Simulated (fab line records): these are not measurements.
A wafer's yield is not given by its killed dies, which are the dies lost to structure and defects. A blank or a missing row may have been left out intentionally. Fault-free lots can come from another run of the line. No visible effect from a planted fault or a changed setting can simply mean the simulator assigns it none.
Which tool did it? + flow n5-finfet + 15 lots with 45 wafers sampled at 4 steps, on a route of 1938 steps

== WHAT THE GAUGES READ, wafer by wafer ==
N5_WELL_APT_CD_MEAS_08 targets a cd of 200 nm.
| lot  | measured    | on        | cd-nm (nm)        |
|------|-------------|-----------|-------------------|
| L405 | day 1 13:49 | cd-sem-02 | 198.6 199.6 198.5 |
| L406 | day 1 19:49 | cd-sem-03 | 202.5 202.0 202.9 |
| L407 | day 2 01:45 | cd-sem-01 | 199.0 201.1 198.7 |
| L408 | day 2 07:41 | cd-sem-01 | 199.2 202.1 201.9 |
| L409 | day 2 13:34 | cd-sem-02 | 199.5 199.8 198.8 |
| L410 | day 2 19:47 | cd-sem-01 | 201.4 202.3 201.8 |
| L411 | day 3 02:02 | cd-sem-03 | 196.5 198.7 198.6 |
| L422 | day 5 19:43 | cd-sem-03 | 198.4 197.9 198.6 |
| L423 | day 6 01:46 | cd-sem-02 | 198.4 199.1 199.3 |
| L424 | day 6 07:41 | cd-sem-02 | 200.4 199.1 200.9 |
| L425 | day 6 13:49 | cd-sem-02 | 199.1 198.5 200.9 |
| L426 | day 6 19:36 | cd-sem-02 | 199.8 199.2 200.9 |

N5_WELL_APT_INSPECT_38: inspects for defects (darkfield).
| lot  | measured    | on                | raw-defect-count |
|------|-------------|-------------------|------------------|
| L405 | day 1 17:14 | defect-inspect-02 | 14 8 18          |
| L406 | day 1 23:16 | defect-inspect-02 | 7 10 9           |
| L407 | day 2 04:59 | defect-inspect-01 | 15 6 5           |
| L408 | day 2 10:59 | defect-inspect-01 | 18 9 18          |
| L409 | day 2 16:47 | defect-inspect-02 | 13 14 13         |
| L410 | day 2 23:02 | defect-inspect-01 | 9 12 13          |
| L411 | day 3 05:31 | defect-inspect-01 | 16 15 25         |
| L422 | day 5 22:46 | defect-inspect-02 | 14 9 11          |
| L423 | day 6 05:34 | defect-inspect-01 | 8 7 10           |
| L424 | day 6 12:19 | defect-inspect-02 | 18 10 10         |
| L425 | day 6 17:07 | defect-inspect-01 | 7 9 5            |
| L426 | day 6 22:56 | defect-inspect-02 | 17 18 19         |

== TOOL THAT RAN EACH LOT (tool first, then ch and the chambers of the sampled wafers, then the start) ==
| lot  | N5_ZERO_LAYER_PEB_09             | N5_ZERO_LAYER_ETCH_18           |
|------|----------------------------------|---------------------------------|
| L405 | litho-track-01 ch 0, day 1 12:31 | rie-si-05 ch 0,1, day 1 12:55   |
| L406 | litho-track-04 ch 0, day 1 18:39 | rie-si-06 ch 0,3, day 1 18:55   |
| L407 | litho-track-02 ch 0, day 2 00:31 | rie-si-06 ch 0,1,2, day 2 00:51 |
| L408 | litho-track-01 ch 0, day 2 06:32 | rie-si-01 ch 1,2,3, day 2 06:48 |
| L409 | litho-track-01 ch 0, day 2 12:32 | rie-si-05 ch 1,3, day 2 12:48   |
| L410 | litho-track-01 ch 0, day 2 18:32 | rie-si-01 ch 1,2,3, day 2 18:53 |
| L411 | litho-track-01 ch 0, day 3 00:40 | rie-si-05 ch 1,2, day 3 01:08   |
| L412 | litho-track-02, day 3 06:39      | rie-si-06 ch 0,2,3, day 3 07:13 |
| L413 | litho-track-01, day 3 12:31      | rie-si-05 ch 0,1, day 3 12:47   |
| L414 | litho-track-04, day 3 18:33      | rie-si-05 ch 1,2,3, day 3 19:09 |
| L422 | litho-track-02 ch 0, day 5 18:31 | rie-si-06 ch 0,3, day 5 18:47   |
| L423 | litho-track-01 ch 0, day 6 00:31 | rie-si-05 ch 1,2,3, day 6 00:52 |
| L424 | litho-track-01 ch 0, day 6 06:32 | rie-si-05 ch 1,2,3, day 6 06:47 |
| L425 | litho-track-04 ch 0, day 6 12:39 | rie-si-06 ch 0,1,3, day 6 12:55 |
| L426 | litho-track-01 ch 0, day 6 18:31 | rie-si-01 ch 0,3, day 6 18:49   |
- N5_ZERO_LAYER_PEB_09
- N5_ZERO_LAYER_ETCH_18: etches Si in HBr/Cl2, target depth 120 nm, time 40 s.

== WHAT THE TOOLS THEMSELVES READ (means of the sampled wafers that have a number; where no wafer has one, the mark that the record gives instead) ==
N5_ZERO_LAYER_PEB_09.
| lot  | tool           | exhaust-pa (Pa) |
|------|----------------|-----------------|
| L405 | litho-track-01 | 44.7            |
| L406 | litho-track-04 | 44.3            |
| L407 | litho-track-02 | 45.4            |
| L408 | litho-track-01 | 44.8            |
| L409 | litho-track-01 | 45.1            |
| L410 | litho-track-01 | 45.3            |
| L411 | litho-track-01 | 44.9            |
| L412 | litho-track-02 | -               |
| L413 | litho-track-01 | -               |
| L414 | litho-track-04 | -               |
| L422 | litho-track-02 | 45.6            |
| L423 | litho-track-01 | 45.2            |
| L424 | litho-track-01 | 45.3            |
| L425 | litho-track-04 | 45.6            |
| L426 | litho-track-01 | 44.9            |

N5_ZERO_LAYER_ETCH_18.
| lot  | tool      | drypump-motor-current-A (A) | oes-product-au (a.u.) | rf-fwd-power-W (W) | throttle-valve-pct (%) |
|------|-----------|-----------------------------|-----------------------|--------------------|------------------------|
| L405 | rie-si-05 | 6.6                         | 1.015                 | 795.6              | 36.09                  |
| L406 | rie-si-06 | 5.2                         | 0.998                 | 798.6              | 36.10                  |
| L407 | rie-si-06 | 5.5                         | 1.006                 | 794.7              | 36.24                  |
| L408 | rie-si-01 | 5.7                         | 0.998                 | 795.6              | 36.30                  |
| L409 | rie-si-05 | 6.4                         | 1.003                 | 797.1              | 36.07                  |
| L410 | rie-si-01 | 5.7                         | 1.003                 | 798.2              | 36.29                  |
| L411 | rie-si-05 | 6.3                         | 1.028                 | 797.9              | 36.22                  |
| L412 | rie-si-06 | 5.4                         | 0.998                 | 795.5              | 36.24                  |
| L413 | rie-si-05 | 6.3                         | 1.004                 | 796.1              | 36.21                  |
| L414 | rie-si-05 | 6.4                         | 1.010                 | 793.3              | 36.14                  |
| L422 | rie-si-06 | 5.3                         | 0.998                 | 796.7              | 36.13                  |
| L423 | rie-si-05 | 6.3                         | 1.014                 | 795.3              | 36.14                  |
| L424 | rie-si-05 | 6.3                         | 1.020                 | 794.8              | 36.14                  |
| L425 | rie-si-06 | 5.4                         | 0.996                 | 799.3              | 36.14                  |
| L426 | rie-si-01 | 5.9                         | 1.008                 | 796.3              | 36.33                  |

== THE ANSWER, worked out from the rows above alone ==
Rule: the usual values come from the lots themselves. The widest of any qualifying gaps counts: lots, ordered by their means at a reading, are off when they make up no more than a third of the lots, leave a main group of 4 or more, and stand apart from it by 3 or more times the standard deviation of that group's means. A main group is skipped when, at the precision printed for the reading in the tables above, its means are all equal. Also off: a lot with no number at a reading for which 4 or more lots have one. Any other lot the step has rows for is counted as sound. After the gauges, taken in route order, come the tools' own readings; for these a lot's mean is taken, as printed above. At the first step where some lot is off, the reading lying furthest off is the one used; lots without a number count as furthest.
Off, at N5_ZERO_LAYER_PEB_09 on exhaust-pa: L412, L413, L414. Without a number there: L412, L413, L414. Mean 45.1 Pa and standard deviation 0.37 in the main group.
If a tool, at that step or one of the process steps before it, ran each lot that is off and ran no sound lot following the first of them, it fits. None of those tried fits.

== WHAT WAS PUT IN BY THE SIMULATOR ==
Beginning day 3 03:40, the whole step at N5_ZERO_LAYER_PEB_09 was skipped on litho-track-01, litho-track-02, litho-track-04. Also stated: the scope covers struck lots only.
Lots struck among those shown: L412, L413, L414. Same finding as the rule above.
